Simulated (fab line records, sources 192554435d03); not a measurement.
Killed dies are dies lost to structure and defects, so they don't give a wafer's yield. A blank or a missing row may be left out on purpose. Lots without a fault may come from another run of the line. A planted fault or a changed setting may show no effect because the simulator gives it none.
Which tool did it? | flow n5_finfet | 11 lots, 33 wafers sampled, at 3 steps of a route of 1938

WHAT THE GAUGES READ, wafer by wafer
N5_BEOL_M15_OVL_MEAS_11. Usual: V14_OVL 0 nm, standard deviation 5.1.
lot  | measured     | on         | V14_OVL (nm) | flag
L926 | day 18 12:27 | overlay-02 | 0 6 -2       |
L928 | day 19 05:44 | overlay-02 | 6 14 1       |
L923 | day 19 07:56 | overlay-02 | -1 4 1       |
L929 | day 19 19:59 | overlay-02 | 4 -7 -1      |
L933 | day 19 21:00 | overlay-02 | 5 -6 3       |
L931 | day 21 10:23 | overlay-01 | 4 4 7        |
L936 | day 21 23:06 | overlay-01 | -8 -10 -11   |
L939 | day 21 23:16 | overlay-02 | -2 -11 1     |
L937 | day 21 23:31 | overlay-01 | -6 -6 -8     |
L938 | day 22 05:43 | overlay-02 | 3 1 -2       |
L945 | day 23 23:26 | overlay-02 | -1 1 3       |

WHICH TOOL RAN EACH LOT (tool, then ch and the chambers of the sampled wafers, then the start)
lot  | N5_BEOL_M14_SPUTTER_45       | N5_BEOL_M15_EXPOSE_07
L926 | pvd_sputter-03, day 18 10:47 | krf_scanner-01 ch 0, day 18 12:16
L928 | pvd_sputter-03, day 19 03:31 | krf_scanner-01 ch 0, day 19 05:31
L923 | pvd_sputter-02, day 19 06:08 | krf_scanner-02 ch 0, day 19 07:44
L929 | pvd_sputter-03, day 19 17:53 | krf_scanner-02 ch 0, day 19 19:47
L933 | pvd_sputter-03, day 19 18:44 | krf_scanner-01 ch 0, day 19 20:48
L931 | pvd_sputter-03, day 21 08:28 | krf_scanner-01 ch 0, day 21 10:11
L936 | pvd_sputter-02, day 21 21:02 | krf_scanner-01 ch 0, day 21 22:54
L939 | pvd_sputter-01, day 21 21:27 | krf_scanner-02 ch 0, day 21 23:04
L937 | pvd_sputter-02, day 21 21:31 | krf_scanner-02 ch 0, day 21 23:19
L938 | pvd_sputter-01, day 22 03:34 | krf_scanner-02 ch 0, day 22 05:31
L945 | pvd_sputter-03, day 23 21:02 | krf_scanner-01 ch 0, day 23 23:14
- N5_BEOL_M14_SPUTTER_45: material Cu, target thk 100 nm, time 16.67 s.
- N5_BEOL_M15_EXPOSE_07: exposes mask V14.

WHAT THE TOOLS THEMSELVES READ (means of the sampled wafers that have a number; where no wafer has one, the mark that the record gives instead)
N5_BEOL_M14_SPUTTER_45. Usual: cathode_dc_power_W 26000 W, standard deviation 5.3; substrate_temp_c -20.00 C, standard deviation 0.11; throttle_valve_pct 29.8 %, standard deviation 1.1.
lot  | tool           | cathode_dc_power_W (W) | substrate_temp_c (C) | throttle_valve_pct (%) | flag
L926 | pvd_sputter-03 | 25996                  | -19.84               | 30.2                   |
L928 | pvd_sputter-03 | 25999                  | -20.03               | 30.4                   |
L923 | pvd_sputter-02 | 25999                  | -19.93               | 30.4                   |
L929 | pvd_sputter-03 | 26004                  | -20.08               | 29.8                   |
L933 | pvd_sputter-03 | 26000                  | -20.02               | 29.8                   |
L931 | pvd_sputter-03 | 26000                  | -19.99               | 29.9                   |
L936 | pvd_sputter-02 | 25998                  | -20.02               | 30.4                   |
L939 | pvd_sputter-01 | 25996                  | -20.00               | 28.3                   |
L937 | pvd_sputter-02 | 26002                  | -20.07               | 31.0                   |
L938 | pvd_sputter-01 | 25997                  | -20.01               | 29.5                   |
L945 | pvd_sputter-03 | 26003                  | -19.89               | 30.1                   |

N5_BEOL_M15_EXPOSE_07. Usual: exposure_dose_mJ_cm2 41.19, standard deviation 0.05; stage_vel_mm_s 500.03 mm/s, standard deviation 0.26.
lot  | tool           | exposure_dose_mJ_cm2 | stage_vel_mm_s (mm/s) | flag
L926 | krf_scanner-01 | 41.20                | 499.88                |
L928 | krf_scanner-01 | 41.22                | 500.01                |
L923 | krf_scanner-02 | 41.21                | 500.22                |
L929 | krf_scanner-02 | 41.19                | 500.02                |
L933 | krf_scanner-01 | 41.21                | 499.46                |
L931 | krf_scanner-01 | 41.16                | 499.89                |
L936 | krf_scanner-01 | 41.11                | 500.34                |
L939 | krf_scanner-02 | 41.18                | 500.22                |
L937 | krf_scanner-02 | 40.57                | 499.97                | OFF
L938 | krf_scanner-02 | 40.65                | 500.34                | OFF
L945 | krf_scanner-01 | 41.14                | 499.99                |

THE ANSWER, worked out from the rows above alone
Rule: a lot is off if the mean of its wafers that have a number lies more than 3 standard deviations from the usual mean. A lot without any number at a reading at which 4 lots or more have one is off too. The other lots that the step has rows for count as sound. The gauges are gone through in route order, then the tools' own readings, and for those a lot's mean is taken as printed above. The first step at which some lot is off is used, and at that step the reading that is off furthest; a lot without a number counts as furthest.
Off: L937, L938, at N5_BEOL_M15_EXPOSE_07 (exposure_dose_mJ_cm2).
A tool fits if, at that step or a process step before it, it ran every lot that is off, and no sound lot after the first of them. One fits: krf_scanner-02 at N5_BEOL_M15_EXPOSE_07. Its last sound lot is L939 (day 21 23:04), its first lot that is off L937 (day 21 23:19): a fault that began between those two fits.
The tool's own readings at N5_BEOL_M15_EXPOSE_07 bear it out: on the lots that are off they differ by more than 5 times the standard deviation of the sound lots' means. exposure_dose_mJ_cm2 reads 40.61 there against 41.18 on the sound lots.

WHAT THE SIMULATOR HAD PUT IN
Process parameter drift: krf_scanner-02, from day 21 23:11 on, at N5_BEOL_M15_EXPOSE_07. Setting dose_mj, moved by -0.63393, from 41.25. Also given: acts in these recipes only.
Lots struck among those shown: L937, L938. The rule above found the same.
